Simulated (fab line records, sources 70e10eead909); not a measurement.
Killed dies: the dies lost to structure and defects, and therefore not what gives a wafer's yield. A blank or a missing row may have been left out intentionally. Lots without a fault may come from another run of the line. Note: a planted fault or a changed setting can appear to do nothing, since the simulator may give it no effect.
Which tool did it?    flow nand harc    Sampling: 15 lots, 45 wafers, 6 of 1159 route steps

## WHAT THE GAUGES READ, wafer by wafer
NHARC_P_M0_THK_MEAS_24: measures by xrf. Usual: thk nm at 117.6 nm, with a standard deviation of 1.5.
lot   measured      on             thk nm (nm)        flag
L555  day 5 17:11   film metro-01  119.8 119.3 120.4  
L556  day 6 09:51   film metro-02  113.8 114.7 116.8  
L557  day 6 12:05   film metro-01  116.4 118.5 116.9  
L558  day 6 17:27   film metro-02  118.0 120.3 118.8  
L559  day 7 00:34   film metro-02  115.2 116.5 116.1  
L563  day 8 06:14   film metro-01  116.7 119.2 116.4  
L564  day 8 07:42   film metro-02  118.4 119.0 117.7  
L565  day 8 11:41   film metro-02  117.4 117.9 117.9  
L567  day 9 07:14   film metro-01  116.4 118.5 115.7  
L568  day 9 08:24   film metro-02  119.0 117.8 120.1  
L570  day 10 01:13  film metro-01  117.7 119.9 117.8  
L571  day 10 01:23  film metro-02  117.1 116.0 117.6  
L572  day 10 11:48  film metro-02  115.7 120.0 116.4  
L577  day 11 08:12  film metro-01  119.8 119.0 120.1  
L578  day 11 17:42  film metro-02  116.1 116.6 116.6  

NHARC_P_M1_THK_MEAS_24: measures by xrf. Usual: thk nm at 157.9 nm, with a standard deviation of 1.4.
lot   measured      on             thk nm (nm)        flag
L555  day 5 21:35   film metro-02  156.1 157.7 157.3  
L556  day 6 14:02   film metro-02  159.7 158.4 159.6  
L557  day 6 17:28   film metro-01  158.4 157.4 159.5  
L558  day 6 21:38   film metro-02  155.7 158.7 157.3  
L559  day 7 04:55   film metro-01  159.8 156.3 157.1  
L563  day 8 10:34   film metro-01  158.3 156.7 157.8  
L564  day 8 11:58   film metro-01  157.7 157.3 156.3  
L565  day 8 16:39   film metro-01  157.7 157.1 157.9  
L567  day 9 11:18   film metro-02  157.3 136.2 158.4  OFF
L568  day 9 12:50   film metro-02  155.9 158.2 160.8  
L570  day 10 05:15  film metro-02  158.8 132.3 158.3  OFF
L571  day 10 05:38  film metro-01  158.7 157.4 158.3  
L572  day 10 15:56  film metro-01  158.6 127.9 156.4  OFF
L577  day 11 12:47  film metro-01  157.2 159.6 161.5  
L578  day 11 22:01  film metro-01  158.2 159.9 159.4  

## WHICH TOOL RAN EACH LOT (tool, then ch and the chambers of the sampled wafers, then the start)
lot   NHARC_P_M1_PRE_CLEAN_30                  NHARC_P_M1_PVD_21                        NHARC_P_M1_ECD_22               NHARC_P_M1_CMP_23
L555  pvd sputter-02, day 5 20:38 or earlier   pvd sputter-02, day 5 20:38 or earlier   ecd cu-02 ch 0,1, day 5 20:38   cmp-01 ch 0,2,3, day 5 21:19
L556  pvd sputter-03, day 6 13:00 or earlier   pvd sputter-03, day 6 13:00 or earlier   ecd cu-01 ch 0,1, day 6 13:00   cmp-02 ch 1,2,3, day 6 13:43
L557  pvd sputter-02, day 6 16:26 or earlier   pvd sputter-02, day 6 16:26 or earlier   ecd cu-01 ch 0,1, day 6 16:26   cmp-03 ch 0,1,2, day 6 17:13
L558  pvd sputter-03, day 6 20:37 or earlier   pvd sputter-03, day 6 20:37 or earlier   ecd cu-02 ch 0,1, day 6 20:37   cmp-02 ch 1,2,3, day 6 21:22
L559  pvd sputter-01, day 7 03:51 or earlier   pvd sputter-01, day 7 03:51 or earlier   ecd cu-02 ch 0,1, day 7 03:51   cmp-03 ch 0,2,3, day 7 04:35
L563  pvd sputter-01, day 8 09:32 or earlier   pvd sputter-01, day 8 09:32 or earlier   ecd cu-02 ch 0,1, day 8 09:32   cmp-03 ch 0,1,3, day 8 10:20
L564  pvd sputter-01, day 8 10:54 or earlier   pvd sputter-01, day 8 10:54 or earlier   ecd cu-01 ch 0,1, day 8 10:54   cmp-02 ch 0,2,3, day 8 11:39
L565  pvd sputter-03, day 8 15:43 or earlier   pvd sputter-03, day 8 15:43 or earlier   ecd cu-01 ch 0,1, day 8 15:43   cmp-03 ch 0,2,3, day 8 16:25
L567  pvd sputter-03, day 9 10:16 or earlier   pvd sputter-03, day 9 10:16 or earlier   ecd cu-01 ch 0,1, day 9 10:16   cmp-01 ch 1,2,3, day 9 10:59
L568  pvd sputter-03, day 9 11:51 or earlier   pvd sputter-03, day 9 11:51 or earlier   ecd cu-02 ch 0,1, day 9 11:51   cmp-02 ch 0,3, day 9 12:32
L570  pvd sputter-01, day 10 04:13 or earlier  pvd sputter-01, day 10 04:13 or earlier  ecd cu-01 ch 0,1, day 10 04:13  cmp-03 ch 1,2,3, day 10 04:59
L571  pvd sputter-01, day 10 04:36 or earlier  pvd sputter-01, day 10 04:36 or earlier  ecd cu-02 ch 0,1, day 10 04:36  cmp-02 ch 1,2, day 10 05:20
L572  pvd sputter-02, day 10 15:04 or earlier  pvd sputter-02, day 10 15:04 or earlier  ecd cu-01 ch 0,1, day 10 15:04  cmp-02 ch 0,1,3, day 10 15:43
L577  pvd sputter-02, day 11 11:44 or earlier  pvd sputter-02, day 11 11:44 or earlier  ecd cu-02 ch 0,1, day 11 11:44  cmp-01 ch 0,1, day 11 12:29
L578  pvd sputter-03, day 11 20:59 or earlier  pvd sputter-03, day 11 20:59 or earlier  ecd cu-02 ch 0,1, day 11 20:59  cmp-01 ch 2,3, day 11 21:42
- NHARC_P_M1_PRE_CLEAN_30: time 30 s.
- NHARC_P_M1_PVD_21: deposits Cu, target thk 30 nm, time 20.49 s.
- NHARC_P_M1_ECD_22: material Cu, target thk 400 nm.
- NHARC_P_M1_CMP_23: polishes, t overpolish 20 s, target thk 157.82 nm.

## WHAT THE TOOLS THEMSELVES READ (means of the sampled wafers that have a number; where no wafer has one, the mark that the record gives instead)
NHARC_P_M1_PRE_CLEAN_30. Usual: heater power w at 409 W, with a standard deviation of 48.
lot   tool            heater power w (W)  flag
L555  pvd sputter-02  383                 
L556  pvd sputter-03  433                 
L557  pvd sputter-02  358                 
L558  pvd sputter-03  414                 
L559  pvd sputter-01  414                 
L563  pvd sputter-01  409                 
L564  pvd sputter-01  442                 
L565  pvd sputter-03  417                 
L567  pvd sputter-03  423                 
L568  pvd sputter-03  412                 
L570  pvd sputter-01  408                 
L571  pvd sputter-01  422                 
L572  pvd sputter-02  438                 
L577  pvd sputter-02  360                 
L578  pvd sputter-03  459                 

NHARC_P_M1_PVD_21. Usual: chamber pressure pa 5.000 Pa, standard deviation 0.011; throttle valve pct 29.6 %, standard deviation 0.96.
lot   tool            chamber pressure pa (Pa)  throttle valve pct (%)  flag
L555  pvd sputter-02  4.999                     30.0                    
L556  pvd sputter-03  4.995                     29.0                    
L557  pvd sputter-02  4.990                     29.7                    
L558  pvd sputter-03  5.002                     29.0                    
L559  pvd sputter-01  5.003                     30.5                    
L563  pvd sputter-01  5.002                     30.3                    
L564  pvd sputter-01  5.008                     29.9                    
L565  pvd sputter-03  4.992                     29.8                    
L567  pvd sputter-03  5.001                     29.6                    
L568  pvd sputter-03  4.996                     29.6                    
L570  pvd sputter-01  4.999                     29.9                    
L571  pvd sputter-01  5.007                     29.7                    
L572  pvd sputter-02  5.003                     30.0                    
L577  pvd sputter-02  5.002                     30.3                    
L578  pvd sputter-03  4.979                     29.7                    

NHARC_P_M1_CMP_23. Usual: motor current A 12.1 A, standard deviation 1.5; slurry filter dp kPa 13.49 kPa, standard deviation 0.14; time to endpoint s 29.2 s, standard deviation 2.1.
lot   tool    motor current A (A)  slurry filter dp kPa (kPa)  time to endpoint s (s)  flag
L555  cmp-01  12.2                 13.64                       27.1                    
L556  cmp-02  11.6                 13.56                       31.3                    
L557  cmp-03  12.8                 13.54                       28.3                    
L558  cmp-02  12.2                 13.51                       29.1                    
L559  cmp-03  13.0                 13.54                       29.1                    
L563  cmp-03  12.4                 13.40                       27.7                    
L564  cmp-02  10.4                 13.64                       28.4                    
L565  cmp-03  12.8                 13.51                       26.2                    
L567  cmp-01  11.5                 13.37                       25.2                    
L568  cmp-02  10.3                 13.54                       31.4                    
L570  cmp-03  11.6                 13.60                       23.7                    
L571  cmp-02  13.2                 13.37                       28.7                    
L572  cmp-02  11.4                 13.54                       21.5                    OFF
L577  cmp-01  12.4                 13.40                       27.7                    
L578  cmp-01  11.6                 13.60                       29.6                    

## THE ANSWER, worked out from the rows above alone
Rule: lot off if the mean of its wafers having a number is beyond 3 standard deviations from the usual mean. A lot without any number at a reading at which 4 lots or more have one is off too. Any other lot the step has rows for is counted as sound. First the gauges in route order, then the tools' own readings, where a lot's mean is used as printed above. At the first step where some lot is off, the reading lying furthest off is the one used; lots without a number count as furthest.
Off: L567, L570, L572 (NHARC_P_M1_THK_MEAS_24, thk nm).
A tool fits if, at a process step before that reading, it ran every lot that is off, and no sound lot after the first of them. Those tools and the gauges at NHARC_P_M1_THK_MEAS_24 are tried in the same way. With no start given for some of its lots, NHARC_P_M1_PRE_CLEAN_30 uses the hours and lot order of NHARC_P_M1_ECD_22. With no start given for some of its lots, NHARC_P_M1_PVD_21 uses the hours and lot order of NHARC_P_M1_ECD_22. One candidate fits, namely ecd cu-01 at NHARC_P_M1_ECD_22. A fault onset in the window from L565 (day 8 15:43, its last sound lot) to L567 (day 9 10:16, its first lot off) fits.

## WHAT THE SIMULATOR PUT IN
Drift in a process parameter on ecd cu-01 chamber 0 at NHARC_P_M1_ECD_22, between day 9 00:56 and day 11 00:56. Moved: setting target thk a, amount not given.
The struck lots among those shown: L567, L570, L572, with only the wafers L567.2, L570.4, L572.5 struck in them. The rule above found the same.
